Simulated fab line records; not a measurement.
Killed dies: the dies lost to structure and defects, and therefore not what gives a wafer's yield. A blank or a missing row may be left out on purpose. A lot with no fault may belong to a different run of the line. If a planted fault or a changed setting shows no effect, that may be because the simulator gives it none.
fab line records -- flow n5-finfet
record lots=5, wafers=15, last-day=18
route steps=1938 shown MIM_BOT_ETCH@1869 PASS1_CAP@1873 TV_LITHO@1875 TV_OPEN@1887 PAD_METAL@1893
lots with no fault: from the same line, run without faults
start-h: the number of hours between the record's first day and the start of the first shown wafer of the lot -- wait-h: time in hours since the lot's previous step -- " identical to the entry in the row above -- L1.1+2: a row that stands for several wafers -- - no value present, or no start provided -- * or withheld: withheld -- < > ~ a bound
route shown NAME@n: a module of which the file shows steps, and the number in the route of the first -- usual: mean/standard deviation taken from wafers without a fault -- same: alike in all rows -- chamber/n: place in a boat -- sites: the reading at each site -- _std_site: standard deviation across them -- _edge_site: the outer-site mean with the inner-site mean subtracted -- radius-mm: for every site, how far away it sits from the centre of the wafer -- mask NAME#n: copy n -- behind: the last tool/chamber to shape the wafer -- hold: why the lot went on hold/how many hours it stayed there/how the hold came to an end -- device: the transistor (n, p or np) that didn't switch -- end of line: the route-end tests of the same wafers -- for a step that has no rows: nothing shown but its recipe -- killed: at the first sort, the dies lost to defects and structure; wafer yield is something else -- map: the dies of a wafer, with x for killed, . for not killed, _ for no die there
set.NAME: the setting the step ran with; set.NAME@STEP: the setting that earlier step ran with -- model.NAME: the simulator's own value behind a step, which no gauge read
lots at selected steps of the route; one table per step, one row per wafer
services: the hour from which a tool's chamber was out of use, counted from the record's first day as start-h (under 0 if before that day), plus the number of hours and why
## steps
# step N5_MIM_BOT_ETCH_STRIP_01
# recipe chemistry=O2, power-w=600, temp-c=60, pressure-mtorr=30, rf-frequency-hz=6e+07, bias-power-w=0, overash-fraction=0.5, o2-flow-sccm=225
# usual drypump-motor-current-A=5.8/0.41, oes-product-au=0.84/0.076, rf-vpp-V=3.7/1.4, showerhead-plenum-p-Torr=2.12/0.056, throttle-valve-pct=16.59/0.19
lot.wafer,tool,chamber,start-h,wait-h,drypump-motor-current-A,oes-product-au,rf-hours-counter-h,rf-vpp-V,showerhead-plenum-p-Torr,throttle-valve-pct
L082.1,rie-diel-05,1,323.63,0.2,6.1,0.82,88,4.6,2.13,16.49
L082.2,rie-diel-05,3,323.63,0.2,6.2,1.03,3,2.0,2.04,16.41
L082.5,rie-diel-05,3,323.63,0.2,6.1,1.03,-,2.4,2.04,16.37
L086.1,rie-diel-04,2,355.29,0.1,5.8,0.76,176,4.6,2.19,16.93
L086.3,rie-diel-04,1,355.29,0.1,5.4,0.91,41,6.1,2.14,16.50
L086.4,rie-diel-04,3,355.29,0.1,5.3,0.91,29,4.0,2.05,16.59
L090.2,rie-diel-04,1,385.88,0.1,5.4,0.87,53,3.5,2.13,16.51
L090.4,rie-diel-04,2,385.88,0.1,5.9,0.74,188,3.2,2.18,16.91
L090.6,rie-diel-04,3,385.88,0.1,5.3,0.88,-,4.6,2.04,16.66
L089.1,rie-diel-05,1,390.45,0.1,6.1,0.79,114,4.7,2.12,16.49
L089.3,rie-diel-05,3,390.45,0.1,6.1,0.94,26,3.4,2.04,16.40
L089.5,rie-diel-05,2,390.45,0.1,5.7,0.71,-,5.1,2.17,16.80
L097.1,rie-diel-05,1,427.17,0.1,6.2,0.77,125,2.0,2.12,16.54
L097.3,rie-diel-05,0,427.17,0.1,5.4,0.81,101,2.4,2.03,16.71
L097.6,rie-diel-05,3,427.17,0.1,6.1,0.90,-,2.6,2.03,16.45
# step N5_MIM_BOT_ETCH_STRIP_02
# recipe chemistry=post-etch-residue-remover, time-s=1200, temp-c=72.5
lot.wafer,tool,chamber,start-h,wait-h
L082.1+2+5,wet-bench-05,"7,5,6",323.70,-
L086.1+3+4,wet-bench-05,"0,7,1",355.35,-
L090.2+4+6,wet-bench-05,"1,4,7",385.95,-
L089.1+3+5,wet-bench-05,"3,0,2",390.51,-
L097.1+3+6,wet-bench-04,"2,6,5",427.24,-
# step N5_MIM_BOT_ETCH_CLEAN_05
# recipe chemistry=IPA, time-s=180, temp-c=25
lot.wafer,tool,chamber,start-h,wait-h
L082.1+2+5,wet-bench-05,"7,5,6",324.03,0.0
L086.1+3+4,wet-bench-05,"0,7,1",355.69,0.0
L090.2+4+6,wet-bench-05,"1,4,7",386.29,0.0
L089.1+3+5,wet-bench-05,"3,0,2",390.85,0.0
L097.1+3+6,wet-bench-04,"2,6,5",427.57,0.0
# step N5_MIM_BOT_ETCH_SRD_06
# recipe dry=ipa-marangoni, time-s=30, temp-c=23, rinse-liquid=diw
lot.wafer,tool,chamber,start-h,wait-h
L082.1+2+5,wet-bench-05,"7,5,6",324.09,0.0
L086.1+3+4,wet-bench-05,"0,7,1",355.74,0.0
L090.2+4+6,wet-bench-05,"1,4,7",386.34,0.0
L089.1+3+5,wet-bench-05,"3,0,2",390.90,0.0
L097.1+3+6,wet-bench-04,"2,6,5",427.63,0.0
# step N5_PASSIVATION_PECVD_55
# recipe material=SiO2, target-thk-a=4000, temp-c=400, precursor=SiH4/N2O, pressure-torr=2.7, rf-w=608, time-s=22.5
# usual heater-power-w=665/84, showerhead-plenum-p-Torr=8.18/0.12, throttle-valve-pct=50.9/1.5
lot.wafer,tool,chamber,start-h,wait-h,heater-power-w,showerhead-plenum-p-Torr,throttle-valve-pct
L082.1,pecvd-02,0,324.13,0.0,654,8.19,51.5
L082.2,pecvd-02,1,324.13,0.0,812,8.30,50.5
L082.5,pecvd-02,1,324.13,0.0,812,8.31,50.4
L086.1,pecvd-01,1,355.79,0.0,710,8.33,48.8
L086.3,pecvd-01,0,355.79,0.0,572,8.34,49.2
L086.4,pecvd-01,1,355.79,0.0,728,8.33,49.0
L090.2,pecvd-03,0,386.39,0.0,585,8.15,52.0
L090.4,pecvd-03,0,386.39,0.0,607,8.15,52.4
L090.6,pecvd-03,2,386.39,0.0,622,8.15,49.8
L089.1,pecvd-01,1,390.97,0.1,808,8.32,48.7
L089.3,pecvd-01,2,390.97,0.1,648,8.19,50.9
L089.5,pecvd-01,0,390.97,0.1,662,8.31,49.3
L097.1,pecvd-03,2,427.67,0.0,594,8.17,50.1
L097.3,pecvd-03,1,427.67,0.0,584,7.97,53.3
L097.6,pecvd-03,1,427.67,0.0,638,7.95,53.6
# step N5_PASSIVATION_PECVD_01
# recipe material=SiNx, target-thk-a=2000, temp-c=400, precursor=SiH4/NH3/N2, pressure-torr=4.9, rf-w=1406, time-s=43.2
# usual heater-power-w=384/100, showerhead-plenum-p-Torr=8.69/0.085, throttle-valve-pct=28.8/0.83
lot.wafer,tool,chamber,start-h,wait-h,heater-power-w,showerhead-plenum-p-Torr,throttle-valve-pct
L082.1,pecvd-02,0,324.17,0.0,490,8.69,29.0
L082.2,pecvd-02,1,324.17,0.0,509,8.76,28.8
L082.5,pecvd-02,1,324.17,0.0,513,8.77,28.9
L086.1,pecvd-01,1,355.84,0.0,468,8.79,27.3
L086.3,pecvd-01,0,355.84,0.0,289,8.81,27.9
L086.4,pecvd-01,1,355.84,0.0,470,8.78,27.7
L090.2,pecvd-03,0,386.42,0.0,308,8.66,29.3
L090.4,pecvd-03,0,386.42,0.0,317,8.65,29.1
L090.6,pecvd-03,2,386.42,0.0,286,8.69,28.5
L089.1,pecvd-01,1,391.00,0.0,474,8.78,27.6
L089.3,pecvd-01,2,391.00,0.0,396,8.71,28.7
L089.5,pecvd-01,0,391.00,0.0,297,8.81,27.8
L097.1,pecvd-03,2,427.71,0.0,231,8.69,28.3
L097.3,pecvd-03,1,427.71,0.0,321,8.54,30.4
L097.6,pecvd-03,1,427.71,0.0,335,8.50,30.2
# step N5_PASSIVATION_HMDS_03
# recipe time-s=60, temp-c=120
lot.wafer,tool,chamber,start-h,wait-h
L082.1+2+5,litho-track-02,0,324.27,0.1
L086.1+3+4,litho-track-03,0,358.75,2.9
L090.2+4+6,litho-track-03,0,386.73,0.3
L089.1+3+5,litho-track-01,0,391.43,0.4
L097.1+3+6,litho-track-01,0,428.80,1.1
# step N5_PASSIVATION_COAT_04
# recipe spin-rpm=*, resist-thk-nm=*
lot.wafer,tool,chamber,start-h,wait-h
L082.1+2+5,litho-track-02,0,-,-
L086.1+3+4,litho-track-03,0,-,-
L090.2+4+6,litho-track-03,0,-,-
L089.1+3+5,litho-track-01,0,-,-
L097.1+3+6,litho-track-01,0,-,-
# step N5_PASSIVATION_EBR_06
# recipe solvent=PGMEA, ebr-width-mm=1.5
lot.wafer,tool,chamber,start-h,wait-h
L082.1+2+5,litho-track-02,0,-,-
L086.1+3+4,litho-track-03,0,-,-
L090.2+4+6,litho-track-03,0,-,-
L089.1+3+5,litho-track-01,0,-,-
L097.1+3+6,litho-track-01,0,-,-
# step N5_PASSIVATION_SOFTBAKE_05
# recipe temp-c=100, time-s=90
lot.wafer,tool,chamber,start-h,wait-h
L082.1+2+5,litho-track-02,0,-,-
L086.1+3+4,litho-track-03,0,-,-
L090.2+4+6,litho-track-03,0,-,-
L089.1+3+5,litho-track-01,0,-,-
L097.1+3+6,litho-track-01,0,-,-
# step N5_PASSIVATION_EXPOSE_07
# recipe mask-id=TV, na=0.55, source-shape=conventional, sigma-outer=0.8, polarization=unpolarized, defocus-nm=0, target-cd-nm=3000, dose-mj=22.75
lot.wafer,tool,chamber,start-h,wait-h,mask
L082.1+2+5,krf-scanner-02,0,324.38,-,TV#0
L086.1+3+4,krf-scanner-02,0,358.99,-,TV#0
L090.2+4+6,krf-scanner-02,0,386.98,-,TV#0
L089.1+3+5,krf-scanner-02,0,391.54,-,TV#0
L097.1+3+6,krf-scanner-01,0,428.90,-,TV#0
# step N5_PASSIVATION_PEB_08
# recipe peb-temp-c=withheld, peb-time-s=*
# same peb-time-s=*
lot.wafer,tool,chamber,start-h,wait-h
L082.1+2+5,litho-track-03,0,324.43,0.1
L086.1+3+4,litho-track-02,0,359.04,0.1
L090.2+4+6,litho-track-03,0,387.03,0.0
L089.1+3+5,litho-track-03,0,391.60,0.1
L097.1+3+6,litho-track-03,0,428.96,0.1
# step N5_PASSIVATION_DEVELOP_09
# recipe develop-time-s=60, rinse-liquid=diw, dry=air-spin, dev-temp-c=21
lot.wafer,tool,chamber,start-h,wait-h
L082.1+2+5,litho-track-03,0,-,-
L086.1+3+4,litho-track-02,0,-,-
L090.2+4+6,litho-track-03,0,-,-
L089.1+3+5,litho-track-03,0,-,-
L097.1+3+6,litho-track-03,0,-,-
# step N5_PASSIVATION_HARDBAKE_11
# recipe temp-c=130, time-s=120
lot.wafer,tool,chamber,start-h,wait-h
L082.1+2+5,litho-track-03,0,-,-
L086.1+3+4,litho-track-02,0,-,-
L090.2+4+6,litho-track-03,0,-,-
L089.1+3+5,litho-track-03,0,-,-
L097.1+3+6,litho-track-03,0,-,-
# step N5_PASSIVATION_CD_MEAS_10
# recipe target-cd-nm=3000, landing-energy-ev=500, detector=se-inlens
# usual cd-nm=3002/3.1
lot.wafer,tool,chamber,start-h,wait-h,cd-nm
L082.1,cd-sem-01,0,324.55,-,3005
L082.2,cd-sem-01,0,324.55,-,3000
L082.5,cd-sem-01,0,324.55,-,3005
L086.1,cd-sem-02,0,359.16,-,3003
L086.3,cd-sem-02,0,359.16,-,3002
L086.4,cd-sem-02,0,359.16,-,3005
L090.2,cd-sem-01,0,387.15,-,3000
L090.4,cd-sem-01,0,387.15,-,3004
L090.6,cd-sem-01,0,387.15,-,3007
L089.1,cd-sem-03,0,391.72,-,3006
L089.3,cd-sem-03,0,391.72,-,3004
L089.5,cd-sem-03,0,391.72,-,3001
L097.1,cd-sem-03,0,429.08,-,3003
L097.3,cd-sem-03,0,429.08,-,3002
L097.6,cd-sem-03,0,429.08,-,2998
# step N5_PASSIVATION_OVL_MEAS_60
# recipe points-per-wafer=44
# usual TV_OVL=-1/4.5
lot.wafer,tool,chamber,start-h,wait-h,TV_OVL[nm]
L082.1,overlay-02,0,324.58,0.0,4
L082.2,overlay-02,0,324.58,0.0,8
L082.5,overlay-02,0,324.58,0.0,1
L086.1,overlay-01,0,359.19,0.0,-2
L086.3,overlay-01,0,359.19,0.0,-6
L086.4,overlay-01,0,359.19,0.0,-3
L090.2,overlay-01,0,387.18,0.0,0
L090.4,overlay-01,0,387.18,0.0,-4
L090.6,overlay-01,0,387.18,0.0,0
L089.1,overlay-02,0,391.75,0.0,-10
L089.3,overlay-02,0,391.75,0.0,-4
L089.5,overlay-02,0,391.75,0.0,-5
L097.1,overlay-01,0,429.11,0.0,5
L097.3,overlay-01,0,429.11,0.0,2
L097.6,overlay-01,0,429.11,0.0,6
# step N5_PASSIVATION_INSPECT_61
# recipe mode=adi, inspect-instrument=macro
# usual raw-defect-count=2.1/1.4
lot.wafer,tool,chamber,start-h,wait-h,raw-defect-count
L082.1,defect-inspect-02,-,324.61,0.0,2
L082.2,defect-inspect-02,-,324.61,0.0,2
L082.5,defect-inspect-02,-,324.61,0.0,3
L086.1,defect-inspect-01,-,359.22,0.0,0
L086.3,defect-inspect-01,-,359.22,0.0,2
L086.4,defect-inspect-01,-,359.22,0.0,3
L090.2,defect-inspect-02,-,387.20,0.0,1
L090.4,defect-inspect-02,-,387.20,0.0,3
L090.6,defect-inspect-02,-,387.20,0.0,2
L089.1,defect-inspect-01,-,391.77,0.0,2
L089.3,defect-inspect-01,-,391.77,0.0,3
L089.5,defect-inspect-01,-,391.77,0.0,4
L097.1,defect-inspect-02,-,429.13,0.0,3
L097.3,defect-inspect-02,-,429.13,0.0,4
L097.6,defect-inspect-02,-,429.13,0.0,0
# step N5_PASSIVATION_DESCUM_12
# recipe chemistry=O2, time-s=7.9, source-power-w=50, bias-power-w=20, pressure-mtorr=20, rf-frequency-hz=2.712e+07, temp-c=40, o2-flow-sccm=225
# usual drypump-motor-current-A=6.0/0.41, oes-product-au=0.81/0.088, rf-vpp-V=243.0/1.4, showerhead-plenum-p-Torr=2.08/0.07, throttle-valve-pct=20.40/0.26
lot.wafer,tool,chamber,start-h,wait-h,drypump-motor-current-A,oes-product-au,rf-hours-counter-h,rf-vpp-V,showerhead-plenum-p-Torr,throttle-valve-pct
L082.1,rie-diel-02,0,324.71,0.1,6.7,0.82,94,243.0,2.13,20.18
L082.2,rie-diel-02,3,324.71,0.1,5.9,0.71,219,240.9,1.97,20.16
L082.5,rie-diel-02,2,324.71,0.1,5.7,0.91,-,245.1,2.20,20.39
L086.1,rie-diel-01,2,359.55,0.3,6.0,0.69,212,244.4,2.14,20.61
L086.3,rie-diel-01,1,359.55,0.3,6.1,0.85,75,242.5,2.04,20.65
L086.4,rie-diel-01,0,359.55,0.3,6.2,0.86,54,243.8,2.09,19.92
L090.2,rie-diel-03,3,387.25,0.1,6.4,0.91,7,243.7,2.14,20.24
L090.4,rie-diel-03,2,387.25,0.1,6.5,0.87,23,242.7,2.07,20.38
L090.6,rie-diel-03,0,387.25,0.1,5.2,0.73,-,243.0,2.10,20.51
L089.1,rie-diel-02,3,391.81,0.0,5.8,0.71,239,242.0,1.96,20.18
L089.3,rie-diel-02,1,391.81,0.0,5.8,0.70,220,241.4,1.99,21.03
L089.5,rie-diel-02,1,391.81,0.0,5.8,0.70,-,243.2,1.99,21.02
L097.1,rie-diel-03,1,429.17,0.0,5.8,0.83,90,242.8,2.02,20.28
L097.3,rie-diel-03,2,429.17,0.0,6.5,0.85,38,243.2,2.07,20.40
L097.6,rie-diel-03,3,429.17,0.0,6.4,0.88,-,243.0,2.14,20.26
# step N5_PASSIVATION_PASS_ETCH_74
# recipe chemistry=CF4/O2, target=SiNx, target-depth-a=2200, time-s=110, ion-energy-ev=100, pressure-mtorr=40, source-w=535, bias-w=49, Ar_flow_sccm=100, cf4-flow-sccm=100, O2_flow_sccm=10
# usual drypump-motor-current-A=6.0/0.41, oes-product-au=0.81/0.096, rf-vpp-V=244/7.8, showerhead-plenum-p-Torr=2.19/0.076, throttle-valve-pct=15.97/0.24
lot.wafer,tool,chamber,start-h,wait-h,drypump-motor-current-A,oes-product-au,rf-hours-counter-h,rf-vpp-V,showerhead-plenum-p-Torr,throttle-valve-pct
L082.1,rie-diel-02,0,324.78,0.0,6.7,0.83,95,234,2.23,15.71
L082.2,rie-diel-02,3,324.78,0.0,5.8,0.70,219,258,2.10,15.93
L082.5,rie-diel-02,2,324.78,0.0,5.7,0.96,-,248,2.34,16.08
L086.1,rie-diel-01,2,359.61,0.0,6.0,0.71,212,246,2.26,16.26
L086.3,rie-diel-01,1,359.61,0.0,6.1,0.83,75,241,2.15,16.11
L086.4,rie-diel-01,0,359.61,0.0,6.2,0.85,54,239,2.24,15.79
L090.2,rie-diel-03,3,387.32,0.0,6.4,0.96,7,248,2.26,15.75
L090.4,rie-diel-03,2,387.32,0.0,6.6,0.90,24,245,2.15,15.69
L090.6,rie-diel-03,0,387.32,0.0,5.2,0.73,-,244,2.19,16.02
L089.1,rie-diel-02,3,391.87,0.0,5.8,0.70,239,255,2.09,15.95
L089.3,rie-diel-02,1,391.87,0.0,5.7,0.68,220,233,2.10,16.53
L089.5,rie-diel-02,1,391.87,0.0,5.7,0.69,-,232,2.10,16.53
L097.1,rie-diel-03,1,429.23,0.0,5.8,0.80,90,248,2.13,15.82
L097.3,rie-diel-03,2,429.23,0.0,6.6,0.86,39,246,2.15,15.70
L097.6,rie-diel-03,3,429.23,0.0,6.5,0.92,-,247,2.25,15.78
# step N5_PASSIVATION_VIA_ETCH_13
# recipe chemistry=CHF3/O2, target=SiO2, target-depth-a=6600, CHF3_flow_sccm=50, O2_flow_sccm=5, Ar_flow_sccm=200, time-s=330, mask-material=PR, pressure-mtorr=30, source-w=650, bias-w=170, ion-energy-ev=200, ends=cleared
# usual drypump-motor-current-A=6.0/0.41, etch-rf-on-time-s=238/8.6, oes-product-au=0.73/0.084, rf-vpp-V=530/17, showerhead-plenum-p-Torr=2.39/0.08, throttle-valve-pct=18.82/0.26
lot.wafer,tool,chamber,start-h,wait-h,drypump-motor-current-A,etch-rf-on-time-s,oes-product-au,rf-hours-counter-h,rf-vpp-V,showerhead-plenum-p-Torr,throttle-valve-pct
L082.1,rie-diel-02,0,324.87,0.0,6.7,234,0.74,95,511,2.43,18.53
L082.2,rie-diel-02,3,324.87,0.0,5.8,238,0.64,219,556,2.28,18.66
L082.5,rie-diel-02,2,324.87,0.0,5.7,219,0.86,-,537,2.55,18.92
L086.1,rie-diel-01,2,359.71,0.0,6.0,235,0.62,213,534,2.47,19.13
L086.3,rie-diel-01,1,359.71,0.0,6.0,248,0.74,75,522,2.34,18.93
L086.4,rie-diel-01,0,359.71,0.0,6.2,242,0.76,54,518,2.45,18.73
L090.2,rie-diel-03,3,387.41,0.0,6.4,236,0.85,7,536,2.44,18.51
L090.4,rie-diel-03,2,387.41,0.0,6.6,241,0.80,24,534,2.33,18.49
L090.6,rie-diel-03,0,387.41,0.0,5.2,245,0.65,-,535,2.39,18.83
L089.1,rie-diel-02,3,391.96,0.0,5.8,237,0.63,239,556,2.27,18.71
L089.3,rie-diel-02,1,391.96,0.0,5.7,241,0.62,220,509,2.30,19.46
L089.5,rie-diel-02,1,391.96,0.0,5.7,243,0.62,-,507,2.30,19.45
L097.1,rie-diel-03,1,429.33,0.0,5.8,240,0.73,90,541,2.33,18.80
L097.3,rie-diel-03,2,429.33,0.0,6.6,236,0.77,39,534,2.33,18.52
L097.6,rie-diel-03,3,429.33,0.0,6.4,237,0.81,-,538,2.43,18.56
# step N5_PASSIVATION_STRIP_14
# recipe chemistry=O2, power-w=600, temp-c=60, pressure-mtorr=30, rf-frequency-hz=6e+07, bias-power-w=0, overash-fraction=0.5, o2-flow-sccm=225
# usual drypump-motor-current-A=6.0/0.41, oes-product-au=0.81/0.087, rf-vpp-V=3.8/0.96, showerhead-plenum-p-Torr=2.09/0.07, throttle-valve-pct=16.64/0.24
lot.wafer,tool,chamber,start-h,wait-h,drypump-motor-current-A,oes-product-au,rf-hours-counter-h,rf-vpp-V,showerhead-plenum-p-Torr,throttle-valve-pct
L082.1,rie-diel-02,0,325.07,0.1,6.6,0.83,95,3.6,2.13,16.44
L082.2,rie-diel-02,3,325.07,0.1,5.8,0.71,219,2.9,1.97,16.50
L082.5,rie-diel-02,2,325.07,0.1,5.7,0.92,-,3.4,2.20,16.60
L086.1,rie-diel-01,2,359.90,0.1,6.0,0.69,213,5.8,2.15,16.89
L086.3,rie-diel-01,1,359.90,0.1,6.0,0.85,76,3.6,2.05,16.79
L086.4,rie-diel-01,0,359.90,0.1,6.2,0.87,54,2.5,2.09,16.25
L090.2,rie-diel-03,3,387.61,0.1,6.4,0.92,7,3.9,2.15,16.43
L090.4,rie-diel-03,2,387.61,0.1,6.6,0.87,24,2.6,2.08,16.57
L090.6,rie-diel-03,0,387.61,0.1,5.2,0.72,-,5.0,2.10,16.79
L089.1,rie-diel-02,3,392.16,0.1,5.8,0.71,239,5.2,1.97,16.53
L089.3,rie-diel-02,1,392.16,0.1,5.7,0.71,220,2.9,2.00,17.25
L089.5,rie-diel-02,1,392.16,0.1,5.7,0.70,-,5.0,2.00,17.23
L097.1,rie-diel-03,1,429.52,0.1,5.9,0.83,90,6.2,2.02,16.55
L097.3,rie-diel-03,2,429.52,0.1,6.6,0.85,39,3.6,2.07,16.60
L097.6,rie-diel-03,3,429.52,0.1,6.5,0.87,-,4.5,2.14,16.44
# step N5_PASSIVATION_ETCH_15
# recipe chemistry=CF4/N2, target=SiCN, target-depth-a=750, taper-deg=2, time-s=81.2, ion-energy-ev=150, mask-material=SiNx, pressure-mtorr=40, source-w=430, bias-w=70, Ar_flow_sccm=100, cf4-flow-sccm=60, n2-flow-sccm=60
# usual drypump-motor-current-A=6.0/0.41, oes-product-au=0.81/0.095, rf-vpp-V=382.0/2.2, showerhead-plenum-p-Torr=2.19/0.075, throttle-valve-pct=15.41/0.23
lot.wafer,tool,chamber,start-h,wait-h,drypump-motor-current-A,oes-product-au,rf-hours-counter-h,rf-vpp-V,showerhead-plenum-p-Torr,throttle-valve-pct
L082.1,rie-diel-02,0,-,-,6.6,0.82,95,383.1,2.23,15.16
L082.2,rie-diel-02,3,-,-,5.8,0.70,219,381.0,2.10,15.35
L082.5,rie-diel-02,2,-,-,5.7,0.97,-,385.8,2.34,15.46
L086.1,rie-diel-01,2,-,-,6.0,0.70,213,383.0,2.26,15.69
L086.3,rie-diel-01,1,-,-,6.1,0.83,76,380.2,2.15,15.52
L086.4,rie-diel-01,0,-,-,6.2,0.85,54,384.5,2.23,15.21
L090.2,rie-diel-03,3,-,-,6.4,0.95,7,382.9,2.25,15.14
L090.4,rie-diel-03,2,-,-,6.6,0.89,24,381.5,2.15,15.13
L090.6,rie-diel-03,0,-,-,5.2,0.74,-,381.5,2.18,15.44
L089.1,rie-diel-02,3,-,-,5.9,0.69,239,379.2,2.09,15.41
L089.3,rie-diel-02,1,-,-,5.7,0.68,220,380.2,2.10,15.94
L089.5,rie-diel-02,1,-,-,5.7,0.69,-,379.9,2.10,15.95
L097.1,rie-diel-03,1,-,-,5.8,0.80,90,379.7,2.13,15.32
L097.3,rie-diel-03,2,-,-,6.5,0.87,39,382.6,2.15,15.17
L097.6,rie-diel-03,3,-,-,6.4,0.92,-,384.8,2.25,15.16
# step N5_PASSIVATION_STRIP_73
# recipe chemistry=post-etch-residue-remover, time-s=60, temp-c=25, remover-ph=withheld, remover-water-wt-pct=withheld, remover-fluoride-wt-pct=withheld
lot.wafer,tool,chamber,start-h,wait-h
L082.1+2+5,wet-bench-01,"4,0,3",325.22,-
L086.1+3+4,wet-bench-02,"6,1,2",360.06,-
L090.2+4+6,wet-bench-01,"1,7,2",387.77,-
L089.1+3+5,wet-bench-02,"2,5,6",392.32,-
L097.1+3+6,wet-bench-01,"6,5,4",429.68,-
# step N5_PASSIVATION_SRD_17
# recipe time-s=30, temp-c=23, rinse-liquid=diw, dry=n2-spin, spin-rpm=1500, dry-time-s=30
# usual spin-rpm=1500.1/0.81
# same dry-time-s=30
lot.wafer,tool,chamber,start-h,wait-h,spin-rpm
L082.1,wet-bench-01,4,325.24,0.0,1500.2
L082.2,wet-bench-01,0,325.24,0.0,1498.1
L082.5,wet-bench-01,3,325.24,0.0,1501.6
L086.1,wet-bench-02,6,360.08,0.0,1500.3
L086.3,wet-bench-02,1,360.08,0.0,1501.0
L086.4,wet-bench-02,2,360.08,0.0,1500.1
L090.2,wet-bench-01,1,387.78,0.0,1499.2
L090.4,wet-bench-01,7,387.78,0.0,1500.3
L090.6,wet-bench-01,2,387.78,0.0,1499.1
L089.1,wet-bench-02,2,392.34,0.0,1500.5
L089.3,wet-bench-02,5,392.34,0.0,1500.5
L089.5,wet-bench-02,6,392.34,0.0,1498.0
L097.1,wet-bench-01,6,429.70,0.0,1499.7
L097.3,wet-bench-01,5,429.70,0.0,1499.5
L097.6,wet-bench-01,4,429.70,0.0,1500.4
# step N5_PASSIVATION_DEGAS_18
# recipe ambient=vacuum, temp-c=300, time-s=60
# usual heater-power-w=459/32
lot.wafer,tool,chamber,start-h,wait-h,heater-power-w
L082.1,pvd-sputter-02,-,326.56,1.3,431
L082.2,pvd-sputter-02,-,326.56,1.3,514
L082.5,pvd-sputter-02,-,326.56,1.3,431
L086.1,pvd-sputter-02,-,360.34,0.2,433
L086.3,pvd-sputter-02,-,360.34,0.2,510
L086.4,pvd-sputter-02,-,360.34,0.2,505
L090.2,pvd-sputter-02,-,388.21,0.4,514
L090.4,pvd-sputter-02,-,388.21,0.4,429
L090.6,pvd-sputter-02,-,388.21,0.4,503
L089.1,pvd-sputter-03,-,393.11,0.8,440
L089.3,pvd-sputter-03,-,393.11,0.8,487
L089.5,pvd-sputter-03,-,393.11,0.8,444
L097.1,pvd-sputter-01,-,430.40,0.7,425
L097.3,pvd-sputter-01,-,430.40,0.7,427
L097.6,pvd-sputter-01,-,430.40,0.7,428
# step N5_PASSIVATION_PRE_CLEAN_19
# recipe gas=H2/He, time-s=*, temp-c=*
# usual heater-power-w=459/32
lot.wafer,tool,chamber,start-h,wait-h,heater-power-w
L082.1,pvd-sputter-02,-,326.60,0.0,432
L082.2,pvd-sputter-02,-,326.60,0.0,493
L082.5,pvd-sputter-02,-,326.60,0.0,429
L086.1,pvd-sputter-02,-,360.38,0.0,425
L086.3,pvd-sputter-02,-,360.38,0.0,512
L086.4,pvd-sputter-02,-,360.38,0.0,504
L090.2,pvd-sputter-02,-,388.25,0.0,512
L090.4,pvd-sputter-02,-,388.25,0.0,435
L090.6,pvd-sputter-02,-,388.25,0.0,497
L089.1,pvd-sputter-03,-,393.15,0.0,442
L089.3,pvd-sputter-03,-,393.15,0.0,491
L089.5,pvd-sputter-03,-,393.15,0.0,440
L097.1,pvd-sputter-01,-,430.44,0.0,437
L097.3,pvd-sputter-01,-,430.44,0.0,433
L097.6,pvd-sputter-01,-,430.44,0.0,419
## services
tool,chamber,start-h,hours,kind
krf-scanner-02,-,300.49,0.7,repair
pecvd-01,1,303.86,4.9,repair
krf-scanner-02,-,308.61,0.8,pm
rie-diel-03,0,311.45,3.0,repair
krf-scanner-02,-,320.92,0.5,repair
rie-diel-02,1,338.28,8.1,repair
krf-scanner-02,-,338.65,14.5,repair
rie-diel-03,3,340.36,-,clean
rie-diel-03,3,340.36,-,consumable-replace:esc
wet-bench-05,-,345.41,2.0,repair
krf-scanner-01,-,355.64,0.8,pm
krf-scanner-02,-,356.65,0.3,repair
krf-scanner-01,-,356.92,1.0,pm
litho-track-03,-,363.07,-,consumable-replace:filter
krf-scanner-02,-,364.74,0.7,repair
rie-diel-02,-,367.53,0.8,repair
pecvd-02,2,375.64,30.7,repair
krf-scanner-01,-,378.24,1.3,pm
krf-scanner-01,-,382.43,0.4,repair
rie-diel-03,1,400.97,6.0,repair
rie-diel-03,0,405.67,8.9,repair
pvd-sputter-01,-,406.01,6.9,repair
rie-diel-05,0,414.10,5.3,repair
krf-scanner-01,-,418.90,0.2,repair
## key
fault none
